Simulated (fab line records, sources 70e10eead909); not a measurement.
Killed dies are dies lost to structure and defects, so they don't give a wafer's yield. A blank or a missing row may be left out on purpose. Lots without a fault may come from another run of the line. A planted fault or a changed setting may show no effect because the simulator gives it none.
Which tool did it? | flow nand_harc | 13 lots, 39 wafers sampled, at 6 steps of a route of 1302

WHAT THE GAUGES READ, wafer by wafer
NHARC_P_ZERO_WELL_CD_MEAS_24: target cd 720 nm.
lot  | measured     | on        | cd_nm (nm)
L351 | day 1 22:21  | cd_sem-01 | 720.9 718.4 719.6
L352 | day 2 09:29  | cd_sem-01 | 717.6 718.5 717.5
L354 | day 3 04:37  | cd_sem-01 | 716.4 717.8 719.4
L357 | day 4 10:44  | cd_sem-01 | 722.0 720.7 717.7
L358 | day 4 20:47  | cd_sem-01 | 720.8 721.3 721.0
L359 | day 5 07:05  | cd_sem-02 | 718.4 717.1 719.4
L363 | day 6 22:38  | cd_sem-03 | 718.2 717.9 722.2
L369 | day 9 10:38  | cd_sem-02 | 719.9 723.2 720.3
L370 | day 9 20:31  | cd_sem-03 | 719.4 721.6 721.9
L371 | day 10 06:39 | cd_sem-01 | 719.4 720.2 718.7
L372 | day 10 16:38 | cd_sem-02 | 719.6 719.7 719.1
L373 | day 11 02:38 | cd_sem-01 | 720.9 719.1 719.3
L374 | day 11 12:29 | cd_sem-01 | 721.6 722.6 718.2

NHARC_P_ZERO_WELL_CD_MEAS_37: target cd 720 nm.
lot  | measured     | on        | cd_nm (nm)
L351 | day 1 23:59  | cd_sem-01 | 717.5 717.4 718.4
L352 | day 2 10:59  | cd_sem-02 | 717.1 719.8 720.9
L354 | day 3 06:08  | cd_sem-01 | 718.4 719.0 719.9
L357 | day 4 12:23  | cd_sem-01 | 718.6 720.0 719.1
L358 | day 4 22:28  | cd_sem-01 | 718.0 717.4 718.2
L359 | day 5 08:43  | cd_sem-02 | 718.7 718.1 716.3
L363 | day 7 00:09  | cd_sem-02 | 717.0 715.7 717.6
L369 | day 9 12:16  | cd_sem-01 | 715.5 716.1 717.4
L370 | day 9 22:11  | cd_sem-03 | 716.5 719.3 719.6
L371 | day 10 08:19 | cd_sem-03 | 721.0 718.9 720.2
L372 | day 10 19:58 | cd_sem-03 | 717.4 717.0 717.9
L373 | day 11 04:09 | cd_sem-02 | 718.1 718.1 716.8
L374 | day 11 14:07 | cd_sem-02 | 719.8 716.3 717.7

NHARC_P_ZERO_WELL_CD_MEAS_52: target cd 2000 nm.
lot  | measured     | on        | cd_nm (nm)
L351 | day 2 01:38  | cd_sem-02 | 1999.2 2001.6 1999.2
L352 | day 2 12:30  | cd_sem-01 | 2000.1 1999.2 2001.2
L354 | day 3 07:46  | cd_sem-03 | 2001.4 2000.5 1998.8
L357 | day 4 14:02  | cd_sem-03 | 1999.3 2002.5 2001.5
L358 | day 4 23:59  | cd_sem-03 | 2000.1 2002.5 2000.0
L359 | day 5 10:14  | cd_sem-02 | 1895.0 1892.2 1893.8
L363 | day 7 01:40  | cd_sem-03 | 1997.8 1999.0 1998.9
L369 | day 9 13:55  | cd_sem-02 | 2000.8 2000.3 2002.3
L370 | day 10 00:50 | cd_sem-03 | 2001.3 2001.7 1997.6
L371 | day 10 10:02 | cd_sem-03 | 1999.6 1998.9 1998.6
L372 | day 10 21:30 | cd_sem-01 | 1999.7 2001.1 1997.6
L373 | day 11 05:49 | cd_sem-01 | 2001.6 1998.2 1999.1
L374 | day 11 15:45 | cd_sem-03 | 1997.5 1998.4 1999.6

NHARC_END_SORT_01.
lot  | measured     | on        | killed_at_array | killed_at_other | killed_at_periphery | killed_dies | killed_open | killed_short
L351 | day 24 20:38 | prober-02 | 49 40 44        | 0 1 0           | 2 6 4               | 51 47 48    | 2 5 2       | 4 4 1
L357 | day 27 00:12 | prober-01 | 66 79 72        | 0 1 1           | 1 3 0               | 67 83 73    | 6 5 2       | 2 1 3
L359 | day 27 15:47 | prober-01 | 54 59 48        | 3 1 3           | 11 6 8              | 68 66 59    | 6 3 2       | 2 2 2
L370 | day 32 05:02 | prober-01 | 88 96 75        | 0 2 0           | 5 4 3               | 93 102 78   | 4 2 2       | 1 1 1

WHICH TOOL RAN EACH LOT (tool, then ch and the chambers of the sampled wafers, then the start)
lot  | NHARC_P_ZERO_WELL_DESCUM_13        | NHARC_P_ZERO_WELL_EXPOSE_49
L351 | rie_diel-04 ch 0,3, day 1 21:17    | krf_scanner-04 ch 0, day 2 01:29
L352 | rie_diel-04 ch 0,1,3, day 2 07:16  | krf_scanner-04 ch 0, day 2 12:20
L354 | rie_diel-12 ch 0,2,3, day 3 03:26  | krf_scanner-02 ch 0, day 3 07:37
L357 | rie_diel-04 ch 0,3, day 4 09:26    | krf_scanner-01 ch 0, day 4 13:53
L358 | rie_diel-02 ch 0,1,3, day 4 19:34  | krf_scanner-01 ch 0, day 4 23:50
L359 | rie_diel-04 ch 1,3, day 5 05:34    | krf_scanner-01 ch 0, day 5 10:05
L363 | rie_diel-02 ch 0,1,2, day 6 21:29  | krf_scanner-02 ch 0, day 7 01:31
L369 | rie_diel-02 ch 0,1, day 9 09:25    | krf_scanner-02 ch 0, day 9 13:46
L370 | rie_diel-12 ch 1,2,3, day 9 19:21  | krf_scanner-02 ch 0, day 10 00:41
L371 | rie_diel-12 ch 1,2,3, day 10 05:26 | krf_scanner-02 ch 0, day 10 09:53
L372 | rie_diel-12 ch 1,2, day 10 15:24   | krf_scanner-02 ch 0, day 10 21:21
L373 | rie_diel-04 ch 1,2,3, day 11 01:25 | krf_scanner-01 ch 0, day 11 05:40
L374 | rie_diel-04 ch 1,2,3, day 11 11:24 | krf_scanner-02 ch 0, day 11 15:35
- NHARC_P_ZERO_WELL_DESCUM_13: chemistry O2, time 3 s.
- NHARC_P_ZERO_WELL_EXPOSE_49: exposes mask P HVPW, target cd 2000 nm.

WHAT THE TOOLS THEMSELVES READ (means of the sampled wafers that have a number; where no wafer has one, the mark that the record gives instead)
NHARC_P_ZERO_WELL_DESCUM_13.
lot  | tool        | drypump_motor_current_A (A) | mfc_ar_sccm (sccm) | oes_product_au (a.u.) | rf_vpp_V (V) | showerhead_plenum_p_Torr (Torr) | throttle_valve_pct (%)
L351 | rie_diel-04 | 5.8                         | 0.003              | 1.000                 | 58.1         | 2.03                            | 11.308
L352 | rie_diel-04 | 5.8                         | 0.003              | 1.002                 | 57.2         | 1.94                            | 11.307
L354 | rie_diel-12 | 5.7                         | 0.008              | 1.005                 | 57.2         | 1.90                            | 11.315
L357 | rie_diel-04 | 5.8                         | 0.003              | 1.010                 | 57.9         | 2.02                            | 11.313
L358 | rie_diel-02 | 5.8                         | 0.002              | 0.995                 | 58.5         | 1.99                            | 11.308
L359 | rie_diel-04 | 6.1                         | 0.000              | 0.999                 | 59.3         | 1.98                            | 11.312
L363 | rie_diel-02 | 5.7                         | 0.002              | 0.990                 | 57.5         | 1.96                            | 11.310
L369 | rie_diel-02 | 5.6                         | 0.004              | 0.992                 | 58.5         | 1.95                            | 11.305
L370 | rie_diel-12 | 6.0                         | 0.008              | 1.009                 | 57.8         | 1.95                            | 11.314
L371 | rie_diel-12 | 6.0                         | 0.008              | 1.003                 | 58.4         | 1.95                            | 11.321
L372 | rie_diel-12 | 5.8                         | 0.000              | 1.013                 | 57.3         | 1.89                            | 11.318
L373 | rie_diel-04 | 6.1                         | 0.003              | 1.011                 | 57.5         | 1.87                            | 11.315
L374 | rie_diel-04 | 6.1                         | 0.003              | 1.007                 | 56.8         | 1.87                            | 11.311

THE ANSWER, worked out from the rows above alone
Rule: what is usual is taken from the lots themselves. Put in order of their means at a reading, lots are off if they are a third of the lots or fewer, leave a main group of 4 or more, and stand apart from it by a gap of 3 or more times the standard deviation of the main group's means; of several such gaps the widest counts. A main group whose means are all the same, to the digits that the tables above print for the reading, isn't used. A lot without any number at a reading at which 4 lots or more have one is off too. The other lots that the step has rows for count as sound. The gauges are gone through in route order, then the tools' own readings, and for those a lot's mean is taken as printed above. The first step at which some lot is off is used, and at that step the reading that is off furthest; a lot without a number counts as furthest.
Off: L359, at NHARC_P_ZERO_WELL_CD_MEAS_52 (cd_nm). The main group: mean 1999.9 nm, standard deviation 0.86.
A tool fits if, at a process step before that reading, it ran every lot that is off, and no sound lot after the first of them. The gauges at NHARC_P_ZERO_WELL_CD_MEAS_52 are tried like those tools. None of those tried fits.

WHAT THE SIMULATOR HAD PUT IN
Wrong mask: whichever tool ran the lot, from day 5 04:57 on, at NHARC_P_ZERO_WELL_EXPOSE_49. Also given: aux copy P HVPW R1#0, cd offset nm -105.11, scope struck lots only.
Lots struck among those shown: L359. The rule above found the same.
